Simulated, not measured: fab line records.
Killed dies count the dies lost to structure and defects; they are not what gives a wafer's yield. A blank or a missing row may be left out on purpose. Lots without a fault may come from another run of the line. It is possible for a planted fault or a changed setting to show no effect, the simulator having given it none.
Comparing a struck lot with a sound one | flow nand harc | 15 steps out of a route of 1159
Sound: these wafers, L779.2, L779.4, L779.5. The struck wafers were L787.1, L787.3, L787.6. At the end, the cause is stated.
Each step with rows lists, per side, the tool, then ch with its chambers, then its first start. Under that, the readings that differ: sound wafers | struck wafers | difference of the means | sigmas: that difference in standard deviations of wafers without a fault.
alike: same words and numbers on both sides, and readings whose means sit less than 2 such deviations apart. not compared: any withheld reading, any reading some wafer has no value for, any bound like >300 that may hide the same value, and any number with overlapping values for which the record gives no deviation.
Wherever a step has rows on one side only, a row that says differs or no value, or a row with sigmas, the two part there. When numbers do not overlap yet have no deviation, they are printed without sigmas and do not part them. A reading that every wafer of one side lacks parts them only if that side has two wafers or more.

NHARC_A_SGD_CUT_THK_MEAS_22: measures by ellipsometry.
  sound on film metro-01, day 17 04:38; struck on film metro-01, day 18 22:04
  alike: thk nm
then, 2 steps without rows for these wafers: NHARC_A_SGD_CUT_SRD_23; NHARC_A_SGD_CUT_ETCH_26 (etches SiO2 in dHF, target depth 45.8 nm).
NHARC_A_SGD_CUT_ETCHBACK_24: etches the open film in CH3F/O2, target depth 50 nm, time 92.857 s.
  sound on rie diel-02 ch 0,1, day 17 04:51; struck on rie diel-04 ch 0,3, day 18 22:17
  reading                         | sound             | struck            | difference | sigmas
  rf vpp V (V)                    | 246.9 246.6 247.0 | 243.3 242.4 242.5 | -4.1       | -2
  showerhead plenum p Torr (Torr) | 2.62 2.62 2.62    | 2.28 2.34 2.28    | -0.32      | -3
  alike: drypump motor current A, oes product au, throttle valve pct
  not compared: rf hours counter h
NHARC_A_SGD_CUT_STRIP_28: strips in O2, time 20 s.
  sound on rie diel-02 ch 0,1; struck on rie diel-04 ch 0,2
  reading                         | sound          | struck         | difference | sigmas
  showerhead plenum p Torr (Torr) | 3.76 3.75 3.75 | 3.30 3.29 3.29 | -0.46      | -3
  alike: drypump motor current A, oes product au, rf vpp V, throttle valve pct
  not compared: rf hours counter h
NHARC_A_SGD_CUT_INSPECT_25:
  sound on defect inspect-02, day 17 05:07; struck on defect inspect-01, day 18 22:32
  alike: raw defect count
NHARC_A_SLIT_DEP_25: deposits SiO2, target thk 200 nm.
  sound on pecvd-04 ch 1,2, day 17 05:11; struck on pecvd-04 ch 0,1,2, day 18 22:36
  alike: heater power w, throttle valve pct
NHARC_A_SLIT_DEP_00: deposits aC, target thk 3200 nm.
  sound on acl dep-03 ch 0, day 17 05:52; struck on acl dep-03 ch 0, day 18 22:56
  alike: throttle valve pct
NHARC_A_SLIT_DEP_23: deposits SiON, target thk 100 nm.
  sound on pecvd-01 ch 0,2, day 17 07:34; struck on pecvd-02 ch 0,1,2, day 19 00:58
  alike: heater power w
then, 3 steps without rows for these wafers: NHARC_A_SLIT_DEHYDRATE_01 (time 120 s); NHARC_A_SLIT_HMDS_02 (time 30 s); NHARC_A_SLIT_COAT_03 (resist thk 90 nm).
NHARC_A_SLIT_SOFTBAKE_04: time 55 s.
  sound on litho track-01 ch 0, day 17 07:00; struck on litho track-01 ch 0, day 19 01:00
  reading                  | sound                | struck               | difference | sigmas
  heater power total W (W) | 188.28 188.29 188.69 | 158.03 157.82 157.84 | -30.52     | -99 or more
next, for these wafers, 1 step has no rows: NHARC_A_SLIT_EBR_05.
-- jump in the record: it breaks off in module A_SLIT and resumes in module END (first step shown: number 1159 of the route), and 5 days separate the struck wafers' starts before and after --
NHARC_END_SORT_01:
  the record has rows for the struck wafers here (prober-02 ch 0, day 23 22:19) and none for the sound ones

## WHERE THEY PART
Earliest at NHARC_A_SGD_CUT_ETCHBACK_24; latest, in this record, at NHARC_END_SORT_01.

WHY: whatever the simulator had introduced
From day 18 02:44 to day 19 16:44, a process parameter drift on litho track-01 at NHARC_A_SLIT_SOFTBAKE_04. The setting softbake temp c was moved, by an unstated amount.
